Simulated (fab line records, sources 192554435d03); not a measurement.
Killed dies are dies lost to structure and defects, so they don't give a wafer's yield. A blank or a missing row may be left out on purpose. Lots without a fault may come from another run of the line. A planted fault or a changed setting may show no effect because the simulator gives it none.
Which tool did it? | flow n5_finfet | 7 lots, 21 wafers sampled, at 8 steps of a route of 1938

WHAT THE GAUGES READ, wafer by wafer
N5_BEOL_M12_OCD_MEAS_35.
lot  | measured     | on     | trench_depth_nm (nm)
L589 | day 12 02:24 | ocd-01 | 323 316 325
L592 | day 13 02:19 | ocd-02 | 312 322 319
L601 | day 16 00:41 | ocd-01 | 312 322 552
L599 | day 16 13:12 | ocd-01 | 558 325 557
L605 | day 17 13:19 | ocd-01 | 319 318 321
L609 | day 18 07:31 | ocd-01 | 316 316 316
L607 | day 18 09:47 | ocd-01 | 320 316 319

N5_BEOL_M12_THK_MEAS_50: measures by xrf.
lot  | measured     | on            | M12_THK (nm)
L589 | day 12 06:20 | film_metro-02 | 318 314 321
L592 | day 13 06:16 | film_metro-02 | 314 323 321
L601 | day 16 06:00 | film_metro-01 | 310 318 546
L599 | day 16 17:15 | film_metro-01 | 556 325 557
L605 | day 17 15:07 | film_metro-02 | 316 314 316
L609 | day 18 10:04 | film_metro-01 | 315 314 315
L607 | day 18 13:07 | film_metro-01 | 321 317 321

N5_BEOL_M12_RS_MEAS_54: measures by four-point-probe.
lot  | measured     | on            | M12_RS (ohm/sq)
L589 | day 12 06:28 | film_metro-02 | 0.0590 0.0599 0.0584
L592 | day 13 06:24 | film_metro-01 | 0.0614 0.0594 0.0598
L601 | day 16 06:07 | film_metro-01 | 0.0614 0.0596 0.0340
L599 | day 16 17:23 | film_metro-02 | 0.0336 0.0588 0.0336
L605 | day 17 15:16 | film_metro-01 | 0.0599 0.0605 0.0598
L609 | day 18 10:12 | film_metro-02 | 0.0608 0.0607 0.0607
L607 | day 18 13:14 | film_metro-02 | 0.0594 0.0602 0.0595

N5_BEOL_M15_RC_MEAS_101.
lot  | measured     | on        | COMB_M10 (S/m)          | COMB_M11 (S/m)             | COMB_M13 (S/m)          | COMB_M14 (S/m)          | COMB_M15 (S/m)          | COMB_M5 (S/m)           | COMB_M6 (S/m)           | COMB_M7 (S/m)           | COMB_M8 (S/m)           | COMB_M9 (S/m)           | SERP_M10 (ohm/um) | SERP_M11 (ohm/um) | SERP_M12 (ohm/um) | SERP_M12_max_site (ohm/um) | SERP_M13 (ohm/um) | SERP_M14 (ohm/um)    | SERP_M5 (ohm/um) | SERP_M6 (ohm/um) | SERP_M7 (ohm/um) | SERP_M8 (ohm/um) | SERP_M9 (ohm/um) | SERP_M9_max_site (ohm/um)
L589 | day 12 21:37 | prober-01 | 1e-11 1.1e-11 1.5e-11   | 1.28e-11 1.39e-11 1.04e-11 | 5.8e-12 6.8e-12 6e-12   | 3.6e-12 3.7e-12 3.1e-12 | 3.5e-12 2.7e-12 2.7e-12 | 3.6e-11 3.8e-11 4.1e-11 | 2.9e-11 2e-11 2.8e-11   | 2.4e-11 2.6e-11 2.4e-11 | 2.6e-11 2.4e-11 2.6e-11 | 1e-11 1.2e-11 1.3e-11   | 3.09 3.04 2.99    | 3.03 3.10 2.98    | 0.638 0.636 0.610 | 0.647 0.663 0.623          | 0.318 0.306 0.311 | 0.1586 0.1581 0.1647 | 39.4 41.1 39.8   | 13.5 13.7 13.4   | 14.0 13.9 14.2   | 14.7 13.5 13.8   | 3.04 3.00 3.15   | 3.15 3.04 3.20
L592 | day 13 22:11 | prober-01 | 1.8e-11 1.9e-11 2.2e-11 | 2.21e-11 1.93e-11 1.52e-11 | 5.3e-12 6.2e-12 6e-12   | 3.9e-12 4e-12 3.5e-12   | 2.4e-12 2.5e-12 2.9e-12 | 4.2e-11 3.2e-11 3.1e-11 | 2e-11 2.6e-11 2.4e-11   | 2.8e-11 3.4e-11 3.4e-11 | 2.8e-11 2e-11 3.4e-11   | 1.6e-11 1.6e-11 2.3e-11 | 3.07 3.10 3.10    | 3.01 3.12 3.02    | 0.640 0.627 0.623 | 0.659 0.641 0.646          | 0.309 0.311 0.301 | 0.1657 0.1558 0.1587 | 39.6 38.6 38.0   | 13.3 13.9 13.8   | 13.7 14.3 14.2   | 15.1 13.9 14.7   | 3.04 3.09 3.17   | 3.09 3.17 3.24
L601 | day 17 04:47 | prober-02 | 1.3e-11 1.8e-11 2e-11   | 1.65e-11 9.5e-12 1.73e-11  | 3e-12 4.2e-12 2.8e-12   | 4.1e-12 3.7e-12 2.5e-12 | 2.1e-12 1.5e-12 1.7e-12 | 4.3e-11 3.1e-11 4.2e-11 | 3.1e-11 2.3e-11 2.3e-11 | 2.1e-11 2.4e-11 2.7e-11 | 3e-11 2.2e-11 2.7e-11   | 1.3e-11 1.3e-11 1.4e-11 | 3.11 3.09 3.03    | 2.98 3.08 3.11    | 0.656 0.629 0.369 | 0.666 0.644 0.375          | 0.307 0.312 0.307 | 0.1650 0.1622 0.1628 | 41.3 39.8 39.9   | 13.3 13.3 13.9   | 13.5 13.9 12.8   | 14.0 15.6 13.5   | 3.01 2.99 2.92   | 3.07 3.09 3.13
L599 | day 17 19:37 | prober-02 | 1.2e-11 1.1e-11 1.4e-11 | 1.59e-11 1.09e-11 1.08e-11 | 5.1e-12 5e-12 4.5e-12   | 1.8e-12 3.2e-12 3.4e-12 | 1.3e-12 1.6e-12 2.4e-12 | 2.6e-11 2e-11 2.5e-11   | 2.4e-11 2.9e-11 3.1e-11 | 2.5e-11 2.7e-11 3.6e-11 | 2.2e-11 3.1e-11 2.9e-11 | 1.2e-11 1.5e-11 1e-11   | 3.02 3.07 3.08    | 3.03 3.09 2.93    | 0.352 0.626 0.353 | 0.361 0.634 0.364          | 0.305 0.302 0.308 | 0.1609 0.1553 0.1643 | 36.3 39.5 38.4   | 14.3 14.0 13.9   | 14.4 14.4 14.0   | 14.0 14.3 14.0   | 3.11 3.05 3.02   | 3.18 3.17 3.13
L605 | day 18 07:08 | prober-02 | 1.2e-11 2.1e-11 1.5e-11 | 1.92e-11 1.51e-11 1.48e-11 | 5.1e-12 4.2e-12 3.3e-12 | 3.3e-12 3.5e-12 3.4e-12 | 2.1e-12 1.9e-12 2.2e-12 | 3.9e-11 3.4e-11 4e-11   | 3e-11 1.9e-11 2.8e-11   | 2.4e-11 2.4e-11 2e-11   | 2.6e-11 2e-11 2.5e-11   | 1.1e-11 7e-12 1.3e-11   | 3.21 2.99 2.93    | 3.04 3.02 3.09    | 0.636 0.624 0.630 | 0.658 0.631 0.640          | 0.309 0.314 0.315 | 0.1622 0.1620 0.1641 | 39.5 37.8 38.6   | 13.7 13.6 14.0   | 13.4 14.0 13.7   | 13.4 13.2 13.7   | 3.15 3.12 3.10   | 3.22 3.17 3.14
L609 | day 19 04:23 | prober-01 | 1.2e-11 1.5e-11 1.2e-11 | 1.14e-11 1.38e-11 1e-11    | 6e-12 6.2e-12 6.1e-12   | 4.3e-12 3.9e-12 4.2e-12 | 2.2e-12 2.8e-12 2.3e-12 | 3.2e-11 2.9e-11 2.5e-11 | 2.5e-11 2.8e-11 2e-11   | 2.5e-11 2.4e-11 3.3e-11 | 2.2e-11 2.5e-11 3e-11   | 1.6e-11 1.4e-11 1.3e-11 | 3.18 3.14 3.11    | 3.12 3.08 3.05    | 0.644 0.638 0.641 | 0.661 0.657 0.644          | 0.302 0.316 0.310 | 0.1583 0.1587 0.1623 | 38.3 39.0 36.8   | 14.3 13.7 13.9   | 14.0 14.3 13.9   | 13.5 13.9 14.2   | 3.02 2.98 3.04   | 3.10 3.05 3.10
L607 | day 19 08:24 | prober-02 | 1.2e-11 1.2e-11 1.3e-11 | 8.4e-12 1.53e-11 1.33e-11  | 5.2e-12 4.1e-12 3.7e-12 | 6.4e-12 3.1e-12 4.3e-12 | 1.4e-12 2.4e-12 2.3e-12 | 3.2e-11 2.8e-11 3.3e-11 | 2.8e-11 1.6e-11 3.5e-11 | 2.3e-11 2.2e-11 1.7e-11 | 1.7e-11 1.7e-11 2e-11   | 1.3e-11 1.3e-11 1.4e-11 | 3.01 3.04 2.91    | 3.13 3.09 3.20    | 0.621 0.639 0.622 | 0.629 0.656 0.639          | 0.304 0.306 0.307 | 0.1631 0.1669 0.1630 | 37.9 37.1 38.4   | 14.0 13.8 14.4   | 13.7 13.9 13.8   | 13.3 13.9 14.0   | 3.14 3.18 3.12   | 3.20 3.34 3.22

WHICH TOOL RAN EACH LOT (tool, then ch and the chambers of the sampled wafers, then the start)
lot  | N5_BEOL_M12_ETCH_59                | N5_BEOL_M12_ETCH_68                | N5_BEOL_M12_TRENCH_ETCH_34         | N5_BEOL_M12_SPUTTER_44
L589 | rie_diel-01 ch 0,2,3, day 12 00:53 | rie_diel-01 ch 0,2,3, day 12 02:04 | rie_diel-01 ch 0,2,3, day 12 02:14 | pvd_sputter-03, day 12 04:30
L592 | rie_diel-05 ch 1,2, day 13 00:56   | rie_diel-01 ch 1,2,3, day 13 01:59 | rie_diel-01 ch 1,2,3, day 13 02:10 | pvd_sputter-03, day 13 05:20
L601 | rie_diel-04 ch 0,1,3, day 15 23:17 | rie_diel-01 ch 0,2,3, day 16 00:21 | rie_diel-01 ch 0,2,3, day 16 00:32 | pvd_sputter-02, day 16 05:04
L599 | rie_diel-04 ch 0,1,2, day 16 11:41 | rie_diel-01 ch 0,2, day 16 12:52   | rie_diel-01 ch 0,2, day 16 13:03   | pvd_sputter-02, day 16 16:03
L605 | rie_diel-04 ch 0,1,3, day 17 11:48 | rie_diel-04 ch 0,3, day 17 12:59   | rie_diel-04 ch 0,3, day 17 13:10   | pvd_sputter-02, day 17 14:10
L609 | rie_diel-05 ch 0,1,2, day 18 06:06 | rie_diel-04 ch 0,1, day 18 07:10   | rie_diel-04 ch 0,1, day 18 07:22   | pvd_sputter-01, day 18 09:08
L607 | rie_diel-01 ch 0,2,3, day 18 07:31 | rie_diel-04 ch 0,1,3, day 18 09:31 | rie_diel-04 ch 0,1,3, day 18 09:41 | pvd_sputter-01, day 18 12:11
- N5_BEOL_M12_ETCH_59: etches BARC in N2/H2, target depth 89 nm, overetch 26.7 nm, time 67.9 s.
- N5_BEOL_M12_ETCH_68: etches SOC in N2/H2, time 285 s.
- N5_BEOL_M12_TRENCH_ETCH_34: etches SiOC in C4F8/O2/Ar, target depth 318.95 nm, time 125.5 s.
- N5_BEOL_M12_SPUTTER_44: material Ta, target thk 10 nm, time 16.13 s.

WHAT THE TOOLS THEMSELVES READ (means of the sampled wafers that have a number; where no wafer has one, the mark that the record gives instead)
N5_BEOL_M12_ETCH_59.
lot  | tool        | drypump_motor_current_A (A) | oes_product_au (a.u.) | rf_vpp_V (V) | showerhead_plenum_p_Torr (Torr) | throttle_valve_pct (%)
L589 | rie_diel-01 | 5.6                         | 0.71                  | 523.9        | 2.54                            | 17.82
L592 | rie_diel-05 | 6.4                         | 0.63                  | 524.9        | 2.56                            | 17.99
L601 | rie_diel-04 | 6.0                         | 0.72                  | 523.3        | 2.55                            | 17.75
L599 | rie_diel-04 | 6.0                         | 0.67                  | 522.3        | 2.52                            | 17.90
L605 | rie_diel-04 | 6.0                         | 0.71                  | 524.4        | 2.54                            | 17.77
L609 | rie_diel-05 | 6.1                         | 0.69                  | 525.3        | 2.59                            | 18.01
L607 | rie_diel-01 | 5.6                         | 0.66                  | 522.2        | 2.52                            | 17.92

N5_BEOL_M12_ETCH_68.
lot  | tool        | drypump_motor_current_A (A) | oes_product_au (a.u.) | rf_vpp_V (V) | showerhead_plenum_p_Torr (Torr) | throttle_valve_pct (%)
L589 | rie_diel-01 | 5.6                         | 0.84                  | 523.5        | 2.54                            | 17.73
L592 | rie_diel-01 | 5.3                         | 0.79                  | 523.6        | 2.55                            | 17.85
L601 | rie_diel-01 | 5.6                         | 0.79                  | 523.8        | 2.52                            | 17.78
L599 | rie_diel-01 | 6.0                         | 0.81                  | 522.8        | 2.50                            | 17.65
L605 | rie_diel-04 | 6.0                         | 0.82                  | 524.6        | 2.58                            | 17.68
L609 | rie_diel-04 | 6.2                         | 0.82                  | 523.5        | 2.54                            | 17.60
L607 | rie_diel-04 | 6.0                         | 0.82                  | 524.1        | 2.54                            | 17.68

N5_BEOL_M12_TRENCH_ETCH_34.
lot  | tool        | drypump_motor_current_A (A) | oes_product_au (a.u.) | rf_vpp_V (V) | showerhead_plenum_p_Torr (Torr) | throttle_valve_pct (%)
L589 | rie_diel-01 | 5.6                         | 0.83                  | 665.0        | 3.41                            | 24.20
L592 | rie_diel-01 | 5.3                         | 0.79                  | 665.3        | 3.43                            | 24.27
L601 | rie_diel-01 | 5.6                         | 0.79                  | 665.0        | 3.40                            | 24.24
L599 | rie_diel-01 | 6.0                         | 0.81                  | 663.7        | 3.37                            | 24.14
L605 | rie_diel-04 | 6.0                         | 0.82                  | 665.9        | 3.46                            | 24.12
L609 | rie_diel-04 | 6.2                         | 0.81                  | 665.4        | 3.41                            | 24.07
L607 | rie_diel-04 | 6.0                         | 0.82                  | 665.5        | 3.41                            | 24.13

N5_BEOL_M12_SPUTTER_44.
lot  | tool           | substrate_temp_c (C) | throttle_valve_pct (%)
L589 | pvd_sputter-03 | 50.01                | 29.7
L592 | pvd_sputter-03 | 49.94                | 31.1
L601 | pvd_sputter-02 | 49.92                | 30.3
L599 | pvd_sputter-02 | 49.97                | 30.0
L605 | pvd_sputter-02 | 49.96                | 29.0
L609 | pvd_sputter-01 | 50.04                | 30.0
L607 | pvd_sputter-01 | 49.94                | 29.5

THE ANSWER, worked out from the rows above alone
Rule: what is usual is taken from the lots themselves. Put in order of their means at a reading, lots are off if they are a third of the lots or fewer, leave a main group of 4 or more, and stand apart from it by a gap of 3 or more times the standard deviation of the main group's means; of several such gaps the widest counts. A main group whose means are all the same, to the digits that the tables above print for the reading, isn't used. A lot without any number at a reading at which 4 lots or more have one is off too. The other lots that the step has rows for count as sound. The gauges are gone through in route order, then the tools' own readings, and for those a lot's mean is taken as printed above. The first step at which some lot is off is used, and at that step the reading that is off furthest; a lot without a number counts as furthest.
Off: L601, L599, at N5_BEOL_M12_OCD_MEAS_35 (trench_depth_nm). The main group: mean 319 nm, standard deviation 1.8.
A tool fits if, at a process step before that reading, it ran every lot that is off, and no sound lot after the first of them. The gauges at N5_BEOL_M12_OCD_MEAS_35 aren't tried: what is off there is off at N5_BEOL_M12_THK_MEAS_50 too, on other tools, and a gauge's error can't cause that. One fits: rie_diel-01 at N5_BEOL_M12_ETCH_68 and N5_BEOL_M12_TRENCH_ETCH_34. At N5_BEOL_M12_ETCH_68 its last sound lot is L592 (day 13 01:59), its first lot that is off L601 (day 16 00:21): a fault that began between those two fits.

WHAT THE SIMULATOR HAD PUT IN
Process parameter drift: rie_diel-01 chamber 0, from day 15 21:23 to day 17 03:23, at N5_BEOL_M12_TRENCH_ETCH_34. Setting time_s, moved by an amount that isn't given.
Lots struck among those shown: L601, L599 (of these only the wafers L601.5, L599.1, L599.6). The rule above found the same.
